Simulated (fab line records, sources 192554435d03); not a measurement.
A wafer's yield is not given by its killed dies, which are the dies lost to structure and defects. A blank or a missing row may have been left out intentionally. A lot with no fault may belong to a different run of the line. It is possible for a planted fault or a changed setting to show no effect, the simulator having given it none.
Which of the tools did it? + flow n5_finfet + 8 lots with 24 wafers sampled at 6 steps, on a route of 1938 steps

WHAT THE GAUGES SHOWED, per wafer
N5_BEOL_M0_SAQP_THK_MEAS_05. Usual: thk_nm at 60.2 nm, with a standard deviation of 0.75.
| lot  | measured     | on            | thk_nm (nm)    | flag |
|------|--------------|---------------|----------------|------|
| L780 | day 6 08:49  | film_metro-01 | 60.0 60.5 60.9 |      |
| L783 | day 7 00:20  | film_metro-01 | 60.5 59.4 60.7 |      |
| L786 | day 7 16:26  | film_metro-02 | 59.3 59.7 60.7 |      |
| L787 | day 7 22:41  | film_metro-01 | 58.6 59.8 61.4 |      |
| L798 | day 10 18:04 | film_metro-02 | 59.3 60.4 60.0 |      |
| L792 | day 10 18:23 | film_metro-01 | 59.9 60.8 60.6 |      |
| L799 | day 10 20:53 | film_metro-02 | 59.0 60.1 60.1 |      |
| L800 | day 11 14:15 | film_metro-01 | 60.8 59.4 60.9 |      |

N5_BEOL_M4_RC_MEAS_101. Usual: DIBL_N 36.3 mV/V, standard deviation 1.9; DIBL_P 36.0 mV/V, standard deviation 2.1; IOFF_N 0.16 nA/um, standard deviation 0.031; IOFF_P 0.21 nA/um, standard deviation 0.035; ION_N 675 uA/um, standard deviation 14; ION_P 464 uA/um, standard deviation 8.5; SS_N 71.5 mV/dec, standard deviation 0.6; SS_P 73.3 mV/dec, standard deviation 0.72; VT_N 250 mV, standard deviation 3.2; VT_P -250 mV, standard deviation 3.1.
| lot  | measured     | on        | DIBL_N (mV/V)  | DIBL_P (mV/V)  | IOFF_N (nA/um) | IOFF_P (nA/um) | ION_N (uA/um) | ION_P (uA/um) | SS_N (mV/dec)  | SS_P (mV/dec)  | VT_N (mV)   | VT_P (mV)      | flag |
|------|--------------|-----------|----------------|----------------|----------------|----------------|---------------|---------------|----------------|----------------|-------------|----------------|------|
| L780 | day 8 15:01  | prober-01 | 34.5 34.5 39.1 | 36.0 36.8 41.7 | 0.14 0.14 0.24 | 0.19 0.20 0.29 | 691 673 698   | 475 464 470   | 70.4 70.9 71.9 | 73.7 74.3 74.9 | 249 251 242 | -252 -250 -247 |      |
| L783 | day 9 06:25  | prober-02 | 39.9 38.3 37.1 | 40.2 37.8 35.9 | 0.22 0.18 0.17 | 0.26 0.23 0.21 | 692 689 701   | 471 473 477   | 72.2 71.7 71.5 | 75.1 73.6 74.6 | 247 247 246 | -246 -246 -248 |      |
| L786 | day 9 16:55  | prober-01 | 37.2 33.7 30.6 | 39.2 35.7 31.6 | 0.19 0.13 0.09 | 0.23 0.18 0.13 | 662 667 638   | 451 454 441   | 72.9 70.8 70.6 | 73.5 72.9 72.3 | 250 252 256 | -249 -255 -255 |      |
| L787 | day 9 22:16  | prober-01 | 35.1 34.2 34.3 | 35.4 34.7 32.9 | 0.14 0.13 0.11 | 0.20 0.19 0.15 | 681 668 656   | 474 459 449   | 71.3 71.3 71.3 | 72.9 73.1 72.6 | 250 254 259 | -250 -251 -254 |      |
| L798 | day 13 00:07 | prober-02 | 38.4 35.6 38.0 | 36.3 34.7 37.4 | 0.17 0.12 0.16 | 0.21 0.19 0.22 | 663 668 676   | 453 464 460   | 72.6 71.1 72.0 | 73.2 73.2 74.0 | 250 252 248 | -250 -251 -246 |      |
| L792 | day 13 14:40 | prober-01 | 33.1 37.4 33.9 | 32.6 37.9 34.1 | 0.11 0.17 0.12 | 0.14 0.21 0.15 | 665 680 664   | 450 470 453   | 69.9 71.8 70.9 | 72.3 73.6 72.7 | 255 253 254 | -255 -252 -255 |      |
| L799 | day 14 12:35 | prober-02 | 35.8 34.3 36.3 | 36.4 34.6 36.0 | 0.15 0.13 0.15 | 0.23 0.19 0.21 | 676 673 676   | 469 465 465   | 72.4 71.7 72.0 | 73.1 72.1 72.5 | 251 253 251 | -249 -250 -249 |      |
| L800 | day 15 04:40 | prober-01 | 36.2 36.5 36.9 | 36.7 36.7 37.3 | 0.15 0.15 0.16 | 0.21 0.21 0.21 | 668 668 665   | 460 458 457   | 71.1 70.7 71.4 | 73.1 73.2 74.1 | 250 251 251 | -249 -248 -250 |      |

WHAT TOOL EACH LOT RAN ON (gives the tool, then ch and the chambers of the sampled wafers, and finally the start)
| lot  | N5_BEOL_M0_SAQP_ETCH_83           | N5_BEOL_M0_SAQP_SPACER2_ETCHBACK_27 | N5_BEOL_M0_SAQP_MANDREL2_REMOVE_110 | N5_BEOL_M0_SAQP_DESCUM_45          |
|------|-----------------------------------|-------------------------------------|-------------------------------------|------------------------------------|
| L780 | rie_diel-01 ch 2,3, day 6 09:30   | rie_diel-01 ch 0,1,2, day 6 12:44   | rie_si-03 ch 2,3, day 6 12:50       | rie_diel-01 ch 1,2, day 6 13:55    |
| L783 | rie_diel-06 ch 0,3, day 7 00:56   | rie_diel-05 ch 1,2,3, day 7 04:25   | rie_si-03 ch 0,1,3, day 7 04:30     | rie_diel-01 ch 1,2,3, day 7 05:10  |
| L786 | rie_diel-01 ch 1,2,3, day 7 17:04 | rie_diel-01 ch 0,2,3, day 7 20:17   | rie_si-03 ch 0,2,3, day 7 20:22     | rie_diel-05 ch 1,2,3, day 7 21:02  |
| L787 | rie_diel-01 ch 1,2,3, day 7 23:18 | rie_diel-01 ch 1,2,3, day 8 02:42   | rie_si-04 ch 1,2,3, day 8 02:47     | rie_diel-05 ch 0,1, day 8 03:20    |
| L798 | rie_diel-06 ch 0,3, day 10 19:15  | rie_diel-01 ch 0,3, day 10 23:49    | rie_si-04 ch 0,1,2, day 10 23:54    | rie_diel-01 ch 0,3, day 11 00:50   |
| L792 | rie_diel-05 ch 0,1, day 10 19:26  | rie_diel-01 ch 0,3, day 11 02:50    | rie_si-03 ch 0,1, day 11 02:55      | rie_diel-01 ch 1,2,3, day 11 03:28 |
| L799 | rie_diel-06 ch 1,2, day 10 21:31  | rie_diel-01 ch 0,1,3, day 11 04:10  | rie_si-04 ch 1,2,3, day 11 04:15    | rie_diel-06 ch 0,2, day 11 04:56   |
| L800 | rie_diel-01 ch 0,2, day 11 15:17  | rie_diel-01 ch 2,3, day 11 19:00    | rie_si-05 ch 0,1, day 11 19:05      | rie_diel-06 ch 0,2,3, day 11 19:52 |
- N5_BEOL_M0_SAQP_ETCH_83: etches SiARC in CF4, target depth 39 nm, time 65 s.
- N5_BEOL_M0_SAQP_SPACER2_ETCHBACK_27: etches SiO2 in CHF3/O2, target depth 22.5 nm, time 11.25 s.
- N5_BEOL_M0_SAQP_MANDREL2_REMOVE_110: chemistry HBr/Cl2/O2, target a-Si, stops on SiCN, bt time 10 s.
- N5_BEOL_M0_SAQP_DESCUM_45: chemistry O2, time 7 s.

AS READ BY THE TOOLS THEMSELVES (means over the sampled wafers that have a number; for cases with no such wafer, the mark the record gives instead)
N5_BEOL_M0_SAQP_ETCH_83. Usual: drypump_motor_current_A 5.6 A, standard deviation 0.63; etch_rf_on_time_s 65.0 s, standard deviation 1.3; oes_product_au 0.64 a.u., standard deviation 0.06; rf_vpp_V 184.2 V, standard deviation 1.1; showerhead_plenum_p_Torr 2.16 Torr, standard deviation 0.06; throttle_valve_pct 15.72 %, standard deviation 0.22.
| lot  | tool        | drypump_motor_current_A (A) | etch_rf_on_time_s (s) | oes_product_au (a.u.) | rf_vpp_V (V) | showerhead_plenum_p_Torr (Torr) | throttle_valve_pct (%) | flag |
|------|-------------|-----------------------------|-----------------------|-----------------------|--------------|---------------------------------|------------------------|------|
| L780 | rie_diel-01 | 5.3                         | 65.1                  | 0.65                  | 183.8        | 2.14                            | 15.83                  |      |
| L783 | rie_diel-06 | 5.7                         | 64.2                  | 0.67                  | 184.6        | 2.17                            | 15.57                  |      |
| L786 | rie_diel-01 | 5.1                         | 64.7                  | 0.62                  | 185.6        | 2.16                            | 15.80                  |      |
| L787 | rie_diel-01 | 5.1                         | 65.3                  | 0.61                  | 184.5        | 2.16                            | 15.80                  |      |
| L798 | rie_diel-06 | 6.1                         | 63.7                  | 0.67                  | 184.4        | 2.20                            | 15.48                  |      |
| L792 | rie_diel-05 | 6.7                         | 65.9                  | 0.61                  | 182.7        | 2.05                            | 15.89                  |      |
| L799 | rie_diel-06 | 6.1                         | 65.1                  | 0.71                  | 183.6        | 2.11                            | 15.43                  |      |
| L800 | rie_diel-01 | 5.2                         | 65.5                  | 0.63                  | 184.4        | 2.19                            | 15.95                  |      |

N5_BEOL_M0_SAQP_SPACER2_ETCHBACK_27. Usual: drypump_motor_current_A 5.5 A, standard deviation 0.73; oes_o_777_au 0.74 a.u., standard deviation 0.071; oes_product_au 0.74 a.u., standard deviation 0.069; rf_vpp_V 528 V, standard deviation 11; showerhead_plenum_p_Torr 2.42 Torr, standard deviation 0.079; throttle_valve_pct 19.09 %, standard deviation 0.19.
| lot  | tool        | drypump_motor_current_A (A) | oes_o_777_au (a.u.) | oes_product_au (a.u.) | rf_vpp_V (V) | showerhead_plenum_p_Torr (Torr) | throttle_valve_pct (%) | flag |
|------|-------------|-----------------------------|---------------------|-----------------------|--------------|---------------------------------|------------------------|------|
| L780 | rie_diel-01 | 5.3                         | 0.75                | 0.76                  | 540          | 2.47                            | 19.04                  |      |
| L783 | rie_diel-05 | 5.6                         | 0.81                | 0.81                  | 518          | 2.46                            | 18.96                  |      |
| L786 | rie_diel-01 | 5.1                         | 0.75                | 0.75                  | 538          | 2.43                            | 19.16                  |      |
| L787 | rie_diel-01 | 5.2                         | 0.72                | 0.72                  | 532          | 2.43                            | 19.09                  |      |
| L798 | rie_diel-01 | 4.8                         | 0.72                | 0.71                  | 534          | 2.41                            | 19.21                  |      |
| L792 | rie_diel-01 | 4.8                         | 0.72                | 0.71                  | 533          | 2.41                            | 19.21                  |      |
| L799 | rie_diel-01 | 5.0                         | 0.71                | 0.70                  | 534          | 2.44                            | 19.11                  |      |
| L800 | rie_diel-01 | 5.3                         | 0.72                | 0.71                  | 538          | 2.39                            | 19.23                  |      |

N5_BEOL_M0_SAQP_MANDREL2_REMOVE_110. Usual: drypump_motor_current_A 5.7 A, standard deviation 0.61; oes_o_777_au 0.99 a.u., standard deviation 0.042; oes_product_au 1.001 a.u., standard deviation 0.018; throttle_valve_pct 36.7 %, standard deviation 0.41.
| lot  | tool      | drypump_motor_current_A (A) | oes_o_777_au (a.u.) | oes_product_au (a.u.) | throttle_valve_pct (%) | flag |
|------|-----------|-----------------------------|---------------------|-----------------------|------------------------|------|
| L780 | rie_si-03 | 6.4                         | 0.98                | 0.991                 | 37.0                   |      |
| L783 | rie_si-03 | 5.6                         | 0.98                | 0.988                 | 36.7                   |      |
| L786 | rie_si-03 | 5.9                         | 0.98                | 0.959                 | 36.8                   |      |
| L787 | rie_si-04 | 5.9                         | 0.98                | 0.961                 | 36.4                   |      |
| L798 | rie_si-04 | 5.4                         | 0.98                | 1.011                 | 36.5                   |      |
| L792 | rie_si-03 | 5.0                         | 0.99                | 0.988                 | 36.6                   |      |
| L799 | rie_si-04 | 5.9                         | 0.97                | 1.002                 | 36.4                   |      |
| L800 | rie_si-05 | 5.5                         | 1.06                | 0.995                 | 36.5                   |      |

N5_BEOL_M0_SAQP_DESCUM_45. Usual: drypump_motor_current_A 5.5 A, standard deviation 0.68; oes_product_au 0.75 a.u., standard deviation 0.068; rf_vpp_V 243.3 V, standard deviation 1.3; showerhead_plenum_p_Torr 2.10 Torr, standard deviation 0.071; throttle_valve_pct 20.53 %, standard deviation 0.25.
| lot  | tool        | drypump_motor_current_A (A) | oes_product_au (a.u.) | rf_vpp_V (V) | showerhead_plenum_p_Torr (Torr) | throttle_valve_pct (%) | flag |
|------|-------------|-----------------------------|-----------------------|--------------|---------------------------------|------------------------|------|
| L780 | rie_diel-01 | 5.3                         | 0.73                  | 243.0        | 2.13                            | 20.42                  |      |
| L783 | rie_diel-01 | 5.2                         | 0.73                  | 243.7        | 2.11                            | 20.61                  |      |
| L786 | rie_diel-05 | 5.7                         | 0.80                  | 243.4        | 2.12                            | 20.42                  |      |
| L787 | rie_diel-05 | 6.7                         | 0.71                  | 241.8        | 1.98                            | 20.64                  |      |
| L798 | rie_diel-01 | 4.9                         | 0.73                  | 243.2        | 2.14                            | 20.81                  |      |
| L792 | rie_diel-01 | 5.2                         | 0.70                  | 243.0        | 2.10                            | 20.66                  |      |
| L799 | rie_diel-06 | 6.4                         | 0.83                  | 244.1        | 2.14                            | 20.09                  |      |
| L800 | rie_diel-06 | 6.1                         | 0.79                  | 243.5        | 2.10                            | 20.20                  |      |

THE ANSWER, worked out from the rows above alone
Rule: a lot counts as off when the mean over its wafers that have a number is more than 3 standard deviations away from the usual mean. Also off: a lot with no number at a reading for which 4 or more lots have one. Where the step has rows for the other lots, those lots are counted as sound. After the gauges, taken in route order, come the tools' own readings; for these a lot's mean is taken, as printed above. The first step at which some lot is off is used, and at that step the reading that is off furthest; a lot without a number counts as furthest.
Nothing can be told from this: no lot is off at any reading shown.

WHAT HAD BEEN PUT IN BY THE SIMULATOR
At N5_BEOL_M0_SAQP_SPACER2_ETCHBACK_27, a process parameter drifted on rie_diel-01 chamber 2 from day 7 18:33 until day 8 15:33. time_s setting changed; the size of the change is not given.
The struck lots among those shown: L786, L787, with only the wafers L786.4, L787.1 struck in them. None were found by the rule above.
